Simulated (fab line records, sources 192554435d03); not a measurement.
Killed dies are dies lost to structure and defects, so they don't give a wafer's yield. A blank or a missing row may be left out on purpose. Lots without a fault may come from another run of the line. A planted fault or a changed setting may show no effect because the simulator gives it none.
Which tool did it? | flow n5_finfet | 24 lots, 72 wafers sampled, at 6 steps of a route of 1938

WHAT THE GAUGES READ, wafer by wafer
The record holds no reading of a measuring or inspecting step that can be judged against a usual standard deviation.

WHICH TOOL RAN EACH LOT (tool, then ch and the chambers of the sampled wafers, then the start)
lot  | N5_BEOL_M5_SPUTTER_81        | N5_BEOL_M5_SPUTTER_90        | N5_BEOL_M6_DESCUM_33               | N5_BEOL_M6_ETCH_66                 | N5_BEOL_M6_STRIP_80                           | N5_BEOL_M6_CURE_75
L074 | pvd_sputter-02, day 8 02:28  | pvd_sputter-02, day 8 05:44  | rie_diel-02 ch 0,1, day 8 12:51    | rie_diel-02 ch 0,1, day 8 12:55    | rie_diel-02 ch 0,1, day 8 13:34 or earlier    | uv_cure-01 ch 0, day 8 13:34
L075 | pvd_sputter-02, day 8 10:19  | pvd_sputter-02, day 8 13:34  | rie_diel-03 ch 1,2,3, day 8 20:13  | rie_diel-03 ch 1,2,3, day 8 20:17  | rie_diel-03 ch 1,2,3, day 8 20:56 or earlier  | uv_cure-01 ch 2, day 8 20:56
L076 | pvd_sputter-01, day 9 02:56  | pvd_sputter-01, day 9 06:12  | rie_diel-02 ch 2,3, day 9 11:52    | rie_diel-02 ch 2,3, day 9 11:57    | rie_diel-02 ch 2,3, day 9 12:29 or earlier    | uv_cure-01 ch 2, day 9 12:29
L080 | pvd_sputter-01, day 9 20:01  | pvd_sputter-01, day 9 23:17  | rie_diel-03 ch 0,1,3, day 10 09:14 | rie_diel-03 ch 0,1,3, day 10 09:19 | rie_diel-03 ch 0,1,3, day 10 09:58 or earlier | uv_cure-01 ch 0, day 10 09:58
L077 | pvd_sputter-03, day 9 21:29  | pvd_sputter-03, day 10 00:45 | rie_diel-02 ch 0,1,2, day 10 09:38 | rie_diel-02 ch 0,1,2, day 10 09:43 | rie_diel-02 ch 0,1,2, day 10 10:34 or earlier | uv_cure-02 ch 1, day 10 10:34
L078 | pvd_sputter-01, day 10 00:52 | pvd_sputter-01, day 10 04:07 | rie_diel-04 ch 0,1,2, day 10 09:40 | rie_diel-04 ch 0,1,2, day 10 09:45 | rie_diel-04 ch 0,1,2, day 10 10:28 or earlier | uv_cure-03 ch 2, day 10 10:28
L079 | pvd_sputter-02, day 10 02:02 | pvd_sputter-02, day 10 05:18 | rie_diel-04 ch 0,1,3, day 10 12:43 | rie_diel-04 ch 0,1,3, day 10 12:47 | rie_diel-04 ch 0,1,3, day 10 13:32 or earlier | uv_cure-02 ch 0, day 10 13:32
L082 | pvd_sputter-01, day 10 05:31 | pvd_sputter-01, day 10 08:47 | rie_diel-02 ch 0,1, day 10 12:53   | rie_diel-02 ch 0,1, day 10 12:58   | rie_diel-02 ch 0,1, day 10 13:41 or earlier   | uv_cure-01 ch 2, day 10 13:41
L083 | pvd_sputter-03, day 10 07:32 | pvd_sputter-03, day 10 10:48 | rie_diel-03 ch 0,2,3, day 10 18:31 | rie_diel-03 ch 0,2,3, day 10 18:36 | rie_diel-03 ch 0,2,3, day 10 19:12 or earlier | uv_cure-02 ch 1, day 10 19:12
L081 | pvd_sputter-03, day 10 15:31 | pvd_sputter-03, day 10 18:47 | rie_diel-02 ch 0,1,2, day 10 23:44 | rie_diel-02 ch 0,1,2, day 10 23:49 | rie_diel-02 ch 0,1,2, day 11 00:33 or earlier | uv_cure-02 ch 0, day 11 00:33
L084 | pvd_sputter-03, day 11 06:31 | pvd_sputter-03, day 11 09:46 | rie_diel-03 ch 0,1,3, day 11 14:18 | rie_diel-03 ch 0,1,3, day 11 14:23 | rie_diel-03 ch 0,1,3, day 11 14:55 or earlier | uv_cure-01 ch 2, day 11 14:55
L085 | pvd_sputter-02, day 11 10:37 | pvd_sputter-02, day 11 13:53 | rie_diel-04 ch 0,1,3, day 11 20:44 | rie_diel-04 ch 0,1,3, day 11 20:49 | rie_diel-04 ch 0,1,3, day 11 21:22 or earlier | uv_cure-01 ch 1, day 11 21:22
L086 | pvd_sputter-02, day 11 19:10 | pvd_sputter-02, day 11 22:26 | rie_diel-04 ch 0,1,3, day 12 06:19 | rie_diel-04 ch 0,1,3, day 12 06:24 | rie_diel-04 ch 0,1,3, day 12 06:56 or earlier | uv_cure-03 ch 0, day 12 06:56
L088 | pvd_sputter-01, day 12 03:47 | pvd_sputter-01, day 12 07:02 | rie_diel-03 ch 1,2,3, day 12 11:40 | rie_diel-03 ch 1,2,3, day 12 11:44 | rie_diel-03 ch 1,2,3, day 12 12:17 or earlier | uv_cure-03 ch 0, day 12 12:17
L087 | pvd_sputter-03, day 12 06:05 | pvd_sputter-03, day 12 09:21 | rie_diel-04 ch 0,1, day 12 15:41   | rie_diel-04 ch 0,1, day 12 15:46   | rie_diel-04 ch 0,1, day 12 16:25 or earlier   | uv_cure-02 ch 0, day 12 16:25
L089 | pvd_sputter-03, day 12 21:52 | pvd_sputter-03, day 13 01:08 | rie_diel-02 ch 0,2,3, day 13 05:48 | rie_diel-02 ch 0,2,3, day 13 05:53 | rie_diel-02 ch 0,2,3, day 13 06:26 or earlier | uv_cure-02 ch 1, day 13 06:26
L091 | pvd_sputter-02, day 12 22:52 | pvd_sputter-02, day 13 02:07 | rie_diel-04 ch 0,1,3, day 13 10:45 | rie_diel-04 ch 0,1,3, day 13 10:50 | rie_diel-04 ch 0,1,3, day 13 11:29 or earlier | uv_cure-02 ch 0, day 13 11:29
L090 | pvd_sputter-01, day 13 00:53 | pvd_sputter-01, day 13 04:09 | rie_diel-03 ch 0,1, day 13 10:40   | rie_diel-03 ch 0,1, day 13 10:45   | rie_diel-03 ch 0,1, day 13 11:17 or earlier   | uv_cure-03 ch 0, day 13 11:17
L092 | pvd_sputter-03, day 13 03:14 | pvd_sputter-03, day 13 06:30 | rie_diel-02 ch 2,3, day 13 12:29   | rie_diel-02 ch 2,3, day 13 12:34   | rie_diel-02 ch 2,3, day 13 13:09 or earlier   | uv_cure-02 ch 0, day 13 13:09
L093 | pvd_sputter-02, day 13 09:07 | pvd_sputter-02, day 13 12:22 | rie_diel-04 ch 1,2, day 13 17:02   | rie_diel-04 ch 1,2, day 13 17:07   | rie_diel-04 ch 1,2, day 13 17:41 or earlier   | uv_cure-03 ch 2, day 13 17:41
L094 | pvd_sputter-02, day 13 18:34 | pvd_sputter-02, day 13 21:50 | rie_diel-03 ch 0,1, day 14 06:10   | rie_diel-03 ch 0,1, day 14 06:15   | rie_diel-03 ch 0,1, day 14 06:50 or earlier   | uv_cure-03 ch 1, day 14 06:50
L095 | pvd_sputter-02, day 14 03:44 | pvd_sputter-02, day 14 06:59 | rie_diel-04 ch 1,2,3, day 14 11:41 | rie_diel-04 ch 1,2,3, day 14 11:46 | rie_diel-04 ch 1,2,3, day 14 12:19 or earlier | uv_cure-03 ch 1, day 14 12:19
L096 | pvd_sputter-03, day 14 11:43 | pvd_sputter-03, day 14 14:58 | rie_diel-02 ch 1,2,3, day 14 19:33 | rie_diel-02 ch 1,2,3, day 14 19:38 | rie_diel-02 ch 1,2,3, day 14 20:10 or earlier | uv_cure-01 ch 1, day 14 20:10
L097 | pvd_sputter-02, day 14 11:45 | pvd_sputter-02, day 14 15:01 | rie_diel-03 ch 0,1,3, day 14 20:28 | rie_diel-03 ch 0,1,3, day 14 20:32 | rie_diel-03 ch 0,1,3, day 14 21:05 or earlier | uv_cure-01 ch 2, day 14 21:05
- N5_BEOL_M5_SPUTTER_81: material Cu, target thk 15 nm, time 27.62 s.
- N5_BEOL_M5_SPUTTER_90: material Cu, target thk 4.5 nm, time 8.29 s.
- N5_BEOL_M6_DESCUM_33: chemistry O2, time 7 s.
- N5_BEOL_M6_ETCH_66: etches SOC in N2/H2, target depth 80 nm, overetch 16 nm, time 120 s.
- N5_BEOL_M6_STRIP_80: strips in N2/H2, time 10 s.
- N5_BEOL_M6_CURE_75: cures SiCOH lowk, time 120 s.

WHAT THE TOOLS THEMSELVES READ (means of the sampled wafers that have a number; where no wafer has one, the mark that the record gives instead)
N5_BEOL_M5_SPUTTER_81.
lot  | tool           | throttle_valve_pct (%)
L074 | pvd_sputter-02 | 29.5
L075 | pvd_sputter-02 | 30.4
L076 | pvd_sputter-01 | 30.1
L080 | pvd_sputter-01 | 29.6
L077 | pvd_sputter-03 | 29.7
L078 | pvd_sputter-01 | 29.5
L079 | pvd_sputter-02 | 31.0
L082 | pvd_sputter-01 | 30.8
L083 | pvd_sputter-03 | 29.9
L081 | pvd_sputter-03 | 29.6
L084 | pvd_sputter-03 | 29.6
L085 | pvd_sputter-02 | 30.6
L086 | pvd_sputter-02 | 30.2
L088 | pvd_sputter-01 | 29.9
L087 | pvd_sputter-03 | 28.8
L089 | pvd_sputter-03 | 29.5
L091 | pvd_sputter-02 | 30.5
L090 | pvd_sputter-01 | 29.9
L092 | pvd_sputter-03 | 29.7
L093 | pvd_sputter-02 | 29.5
L094 | pvd_sputter-02 | 29.7
L095 | pvd_sputter-02 | 30.6
L096 | pvd_sputter-03 | 28.8
L097 | pvd_sputter-02 | 30.0

N5_BEOL_M5_SPUTTER_90.
lot  | tool           | throttle_valve_pct (%)
L074 | pvd_sputter-02 | 29.4
L075 | pvd_sputter-02 | 30.3
L076 | pvd_sputter-01 | 30.1
L080 | pvd_sputter-01 | 29.6
L077 | pvd_sputter-03 | 29.8
L078 | pvd_sputter-01 | 29.6
L079 | pvd_sputter-02 | 30.9
L082 | pvd_sputter-01 | 30.7
L083 | pvd_sputter-03 | 29.7
L081 | pvd_sputter-03 | 29.7
L084 | pvd_sputter-03 | 29.6
L085 | pvd_sputter-02 | 30.4
L086 | pvd_sputter-02 | 30.1
L088 | pvd_sputter-01 | 30.0
L087 | pvd_sputter-03 | 29.0
L089 | pvd_sputter-03 | 29.6
L091 | pvd_sputter-02 | 30.7
L090 | pvd_sputter-01 | 30.0
L092 | pvd_sputter-03 | 29.4
L093 | pvd_sputter-02 | 29.8
L094 | pvd_sputter-02 | 29.6
L095 | pvd_sputter-02 | 30.7
L096 | pvd_sputter-03 | 28.9
L097 | pvd_sputter-02 | 30.1

N5_BEOL_M6_DESCUM_33.
lot  | tool        | drypump_motor_current_A (A) | oes_product_au (a.u.) | rf_vpp_V (V) | showerhead_plenum_p_Torr (Torr) | throttle_valve_pct (%)
L074 | rie_diel-02 | 5.6                         | 0.73                  | 242.8        | 2.06                            | 20.38
L075 | rie_diel-03 | 5.5                         | 0.86                  | 244.8        | 2.15                            | 20.23
L076 | rie_diel-02 | 5.5                         | 0.72                  | 243.8        | 2.11                            | 20.54
L080 | rie_diel-03 | 5.5                         | 0.82                  | 243.1        | 2.14                            | 20.25
L077 | rie_diel-02 | 5.6                         | 0.70                  | 243.4        | 2.10                            | 20.53
L078 | rie_diel-04 | 6.2                         | 0.85                  | 242.7        | 2.08                            | 20.39
L079 | rie_diel-04 | 6.5                         | 0.91                  | 243.4        | 2.14                            | 20.36
L082 | rie_diel-02 | 5.9                         | 0.71                  | 242.4        | 2.09                            | 20.35
L083 | rie_diel-03 | 5.6                         | 0.81                  | 243.5        | 2.13                            | 20.26
L081 | rie_diel-02 | 5.6                         | 0.70                  | 243.8        | 2.10                            | 20.54
L084 | rie_diel-03 | 5.5                         | 0.81                  | 242.7        | 2.13                            | 20.27
L085 | rie_diel-04 | 6.5                         | 0.88                  | 243.7        | 2.14                            | 20.39
L086 | rie_diel-04 | 6.5                         | 0.88                  | 243.7        | 2.13                            | 20.41
L088 | rie_diel-03 | 5.5                         | 0.82                  | 243.8        | 2.14                            | 20.27
L087 | rie_diel-04 | 6.6                         | 0.89                  | 243.9        | 2.17                            | 20.38
L089 | rie_diel-02 | 5.4                         | 0.78                  | 242.3        | 2.07                            | 20.49
L091 | rie_diel-04 | 6.5                         | 0.86                  | 244.0        | 2.13                            | 20.41
L090 | rie_diel-03 | 5.4                         | 0.77                  | 242.8        | 2.09                            | 20.28
L092 | rie_diel-02 | 5.5                         | 0.78                  | 243.1        | 2.10                            | 20.49
L093 | rie_diel-04 | 6.1                         | 0.91                  | 243.0        | 2.11                            | 20.18
L094 | rie_diel-03 | 5.4                         | 0.76                  | 244.0        | 2.09                            | 20.29
L095 | rie_diel-04 | 6.1                         | 0.87                  | 243.2        | 2.13                            | 20.31
L096 | rie_diel-02 | 5.7                         | 0.85                  | 243.8        | 2.11                            | 20.36
L097 | rie_diel-03 | 5.5                         | 0.78                  | 243.6        | 2.12                            | 20.30

N5_BEOL_M6_ETCH_66.
lot  | tool        | drypump_motor_current_A (A) | oes_product_au (a.u.) | rf_vpp_V (V) | showerhead_plenum_p_Torr (Torr) | throttle_valve_pct (%)
L074 | rie_diel-02 | 5.6                         | 0.55                  | 521.7        | 2.48                            | 17.66
L075 | rie_diel-03 | 5.5                         | 0.66                  | 525.6        | 2.61                            | 17.53
L076 | rie_diel-02 | 5.5                         | 0.55                  | 524.5        | 2.57                            | 18.00
L080 | rie_diel-03 | 5.5                         | 0.63                  | 526.6        | 2.60                            | 17.70
L077 | rie_diel-02 | 5.6                         | 0.54                  | 522.3        | 2.55                            | 17.97
L078 | rie_diel-04 | 6.2                         | 0.65                  | 523.4        | 2.54                            | 17.72
L079 | rie_diel-04 | 6.5                         | 0.69                  | 524.3        | 2.60                            | 17.67
L082 | rie_diel-02 | 5.9                         | 0.54                  | 524.2        | 2.54                            | 17.80
L083 | rie_diel-03 | 5.6                         | 0.62                  | 525.9        | 2.59                            | 17.70
L081 | rie_diel-02 | 5.6                         | 0.54                  | 523.4        | 2.55                            | 17.97
L084 | rie_diel-03 | 5.5                         | 0.62                  | 525.6        | 2.60                            | 17.69
L085 | rie_diel-04 | 6.5                         | 0.66                  | 524.9        | 2.59                            | 17.69
L086 | rie_diel-04 | 6.5                         | 0.67                  | 524.7        | 2.59                            | 17.70
L088 | rie_diel-03 | 5.5                         | 0.63                  | 525.7        | 2.60                            | 17.59
L087 | rie_diel-04 | 6.6                         | 0.67                  | 525.7        | 2.64                            | 17.71
L089 | rie_diel-02 | 5.4                         | 0.59                  | 523.2        | 2.51                            | 17.84
L091 | rie_diel-04 | 6.5                         | 0.65                  | 525.0        | 2.59                            | 17.71
L090 | rie_diel-03 | 5.4                         | 0.59                  | 524.6        | 2.55                            | 17.72
L092 | rie_diel-02 | 5.5                         | 0.60                  | 524.1        | 2.55                            | 17.93
L093 | rie_diel-04 | 6.1                         | 0.69                  | 524.4        | 2.56                            | 17.47
L094 | rie_diel-03 | 5.4                         | 0.58                  | 523.8        | 2.55                            | 17.74
L095 | rie_diel-04 | 6.1                         | 0.66                  | 525.1        | 2.58                            | 17.62
L096 | rie_diel-02 | 5.7                         | 0.64                  | 524.4        | 2.57                            | 17.81
L097 | rie_diel-03 | 5.5                         | 0.60                  | 524.3        | 2.59                            | 17.75

N5_BEOL_M6_STRIP_80.
lot  | tool        | drypump_motor_current_A (A) | oes_product_au (a.u.) | rf_vpp_V (V) | showerhead_plenum_p_Torr (Torr) | throttle_valve_pct (%)
L074 | rie_diel-02 | 5.6                         | 0.72                  | 59.7         | 2.47                            | 23.4
L075 | rie_diel-03 | 5.5                         | 0.86                  | 59.6         | 2.61                            | 23.3
L076 | rie_diel-02 | 5.5                         | 0.72                  | 58.8         | 2.56                            | 23.9
L080 | rie_diel-03 | 5.5                         | 0.82                  | 59.9         | 2.60                            | 23.6
L077 | rie_diel-02 | 5.6                         | 0.70                  | 59.1         | 2.55                            | 23.8
L078 | rie_diel-04 | 6.2                         | 0.85                  | 59.8         | 2.54                            | 23.5
L079 | rie_diel-04 | 6.5                         | 0.91                  | 58.9         | 2.60                            | 23.5
L082 | rie_diel-02 | 5.9                         | 0.71                  | 59.7         | 2.54                            | 23.6
L083 | rie_diel-03 | 5.6                         | 0.81                  | 58.5         | 2.58                            | 23.6
L081 | rie_diel-02 | 5.6                         | 0.69                  | 59.0         | 2.55                            | 23.8
L084 | rie_diel-03 | 5.5                         | 0.81                  | 59.5         | 2.59                            | 23.6
L085 | rie_diel-04 | 6.5                         | 0.88                  | 59.8         | 2.59                            | 23.5
L086 | rie_diel-04 | 6.5                         | 0.88                  | 59.6         | 2.59                            | 23.5
L088 | rie_diel-03 | 5.5                         | 0.82                  | 59.8         | 2.59                            | 23.4
L087 | rie_diel-04 | 6.6                         | 0.88                  | 59.4         | 2.63                            | 23.5
L089 | rie_diel-02 | 5.4                         | 0.79                  | 58.7         | 2.50                            | 23.7
L091 | rie_diel-04 | 6.5                         | 0.86                  | 58.8         | 2.58                            | 23.5
L090 | rie_diel-03 | 5.4                         | 0.77                  | 59.4         | 2.55                            | 23.6
L092 | rie_diel-02 | 5.5                         | 0.79                  | 59.3         | 2.54                            | 23.8
L093 | rie_diel-04 | 6.1                         | 0.90                  | 58.9         | 2.56                            | 23.2
L094 | rie_diel-03 | 5.4                         | 0.76                  | 58.8         | 2.55                            | 23.6
L095 | rie_diel-04 | 6.1                         | 0.87                  | 59.3         | 2.58                            | 23.4
L096 | rie_diel-02 | 5.7                         | 0.84                  | 59.6         | 2.57                            | 23.7
L097 | rie_diel-03 | 5.5                         | 0.79                  | 59.9         | 2.58                            | 23.6

N5_BEOL_M6_CURE_75.
lot  | tool       | lamp_power_pct (%) | wafer_temp_C_max
L074 | uv_cure-01 | 52.36              | 373.1
L075 | uv_cure-01 | 52.29              | 370.8
L076 | uv_cure-01 | 52.30              | 371.2
L080 | uv_cure-01 | 52.31              | 372.2
L077 | uv_cure-02 | 52.34              | 372.7
L078 | uv_cure-03 | 52.32              | 371.1
L079 | uv_cure-02 | 52.24              | 371.6
L082 | uv_cure-01 | 52.33              | 371.0
L083 | uv_cure-02 | 52.32              | 372.4
L081 | uv_cure-02 | 52.28              | 371.3
L084 | uv_cure-01 | 52.33              | 371.1
L085 | uv_cure-01 | 52.30              | 373.4
L086 | uv_cure-03 | 52.34              | 371.4
L088 | uv_cure-03 | 52.33              | 371.2
L087 | uv_cure-02 | 52.31              | 371.4
L089 | uv_cure-02 | 52.29              | 372.1
L091 | uv_cure-02 | 52.35              | 371.3
L090 | uv_cure-03 | 52.29              | 371.2
L092 | uv_cure-02 | 52.32              | 371.3
L093 | uv_cure-03 | 52.30              | 371.3
L094 | uv_cure-03 | 52.33              | 371.3
L095 | uv_cure-03 | 52.32              | 371.4
L096 | uv_cure-01 | 52.38              | 373.2
L097 | uv_cure-01 | 52.33              | 370.8

THE ANSWER, worked out from the rows above alone
Rule: what is usual is taken from the lots themselves. Put in order of their means at a reading, lots are off if they are a third of the lots or fewer, leave a main group of 4 or more, and stand apart from it by a gap of 3 or more times the standard deviation of the main group's means; of several such gaps the widest counts. A main group whose means are all the same, to the digits that the tables above print for the reading, isn't used. A lot without any number at a reading at which 4 lots or more have one is off too. The other lots that the step has rows for count as sound. The gauges are gone through in route order, then the tools' own readings, and for those a lot's mean is taken as printed above. The first step at which some lot is off is used, and at that step the reading that is off furthest; a lot without a number counts as furthest.
No lot is off at any reading shown: from this, nothing can be told.

WHAT THE SIMULATOR HAD PUT IN
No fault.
